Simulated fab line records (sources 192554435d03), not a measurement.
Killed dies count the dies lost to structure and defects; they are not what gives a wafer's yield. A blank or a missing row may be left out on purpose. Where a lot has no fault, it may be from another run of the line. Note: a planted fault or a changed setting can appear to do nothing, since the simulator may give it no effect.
2 desks looking at one fault + flow n5-finfet + every desk sees just its own numbers, and what lay behind them comes last

DESK OF THE TOOL OWNER: rie-diel-03
The tool's own readings at N5_BEOL_M4_ETCH_69 (etches SiARC in CF4, target depth 15.6 nm, time 26 s): means of the sampled wafers that have a number, for each lot that ran on this tool. If a lot's mean is further than 4 standard deviations from the usual mean, the lot is out of limits and carries the mark OUT (the distance appears in the brackets).
Columns: A = cf4-flow-sccm at N5_BEOL_M4_ETCH_69, usual 100.00 sccm; B = drypump-motor-current-A at N5_BEOL_M4_ETCH_69, usual 5.6 A; C = etch-rf-on-time-s at N5_BEOL_M4_ETCH_69, usual 26.1 s; D = oes-product-au at N5_BEOL_M4_ETCH_69, usual 0.70 a.u.; E = rf-vpp-V at N5_BEOL_M4_ETCH_69, usual 184.4 V; F = showerhead-plenum-p-Torr at N5_BEOL_M4_ETCH_69, usual 2.18 Torr; G = throttle-valve-pct at N5_BEOL_M4_ETCH_69, usual 15.59 %
| lot  | first seen here | A                | B   | C    | D    | E     | F    | G                |
|------|-----------------|------------------|-----|------|------|-------|------|------------------|
| L768 | day 9 17:54     | 99.99            | 5.3 | 26.2 | 0.69 | 184.1 | 2.19 | 15.69            |
| L769 | day 9 21:02     | 100.22           | 5.3 | 26.3 | 0.69 | 184.1 | 2.19 | 15.68            |
| L775 | day 11 05:24    | 120.08 (+67) OUT | 5.3 | 25.7 | 0.66 | 183.7 | 2.25 | 16.66 (+4.3) OUT |
This desk's verdict: out of limits on L775, starting with L775 at day 11 05:24 (cf4-flow-sccm at N5_BEOL_M4_ETCH_69). Within limits: L768, L769.

METROLOGY DESK
What the gauges read for every lot (on any tool): the sampled wafers with a number, averaged. If a lot's mean is further than 4 standard deviations from the usual mean, the lot is out of limits and carries the mark OUT (the distance appears in the brackets). Shown here are 7 of its 10 readings, the ones lying furthest out on some lot.
Columns: A = DIBL_P at N5_BEOL_M4_RC_MEAS_101, usual 38 mV/V; B = IOFF_N at N5_BEOL_M4_RC_MEAS_101, usual 0.19 nA/um; C = IOFF_P at N5_BEOL_M4_RC_MEAS_101, usual 0.24 nA/um; D = ION_N at N5_BEOL_M4_RC_MEAS_101, usual 679 uA/um; E = ION_P at N5_BEOL_M4_RC_MEAS_101, usual 465 uA/um; F = VT_N at N5_BEOL_M4_RC_MEAS_101, usual 248 mV; G = VT_P at N5_BEOL_M4_RC_MEAS_101, usual -249 mV
| lot  | first seen here | A  | B    | C    | D   | E   | F   | G    |
|------|-----------------|----|------|------|-----|-----|-----|------|
| L762 | day 7 19:21     | 38 | 0.18 | 0.23 | 672 | 461 | 251 | -248 |
| L766 | day 8 20:35     | 40 | 0.23 | 0.29 | 691 | 471 | 245 | -246 |
| L768 | day 9 23:35     | 39 | 0.20 | 0.25 | 681 | 465 | 249 | -248 |
| L769 | day 10 05:40    | 36 | 0.15 | 0.19 | 669 | 457 | 252 | -252 |
| L770 | day 10 21:11    | 37 | 0.14 | 0.20 | 660 | 457 | 253 | -251 |
| L775 | day 11 17:02    | 35 | 0.18 | 0.26 | 693 | 479 | 247 | -245 |
| L776 | day 11 19:13    | 37 | 0.15 | 0.23 | 666 | 464 | 252 | -249 |
| L784 | day 14 00:07    | 38 | 0.17 | 0.22 | 676 | 463 | 251 | -251 |
| L785 | day 14 05:08    | 38 | 0.17 | 0.23 | 683 | 466 | 250 | -250 |
This desk's verdict: no lot among the 9 shows anything out of limits.

ALL TOGETHER
The tool owner's desk could have raised an alarm at day 11 05:24, on L775.
Nothing out of limits was seen by the metrology desk.
The metrology desk holds a record of L775, inside its limits.
Of the lots named, all ran N5_BEOL_M4_ETCH_69 on rie-diel-03.

WHAT THE SIMULATOR PUT IN
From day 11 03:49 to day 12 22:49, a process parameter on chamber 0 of rie-diel-03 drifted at N5_BEOL_M4_ETCH_69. A move of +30 in setting cf4-flow-sccm, from 100. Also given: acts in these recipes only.
Shown lots that were struck: L775.
Each desk's first reading out of limits, in hours after the fault started: the tool owner's desk, 2.
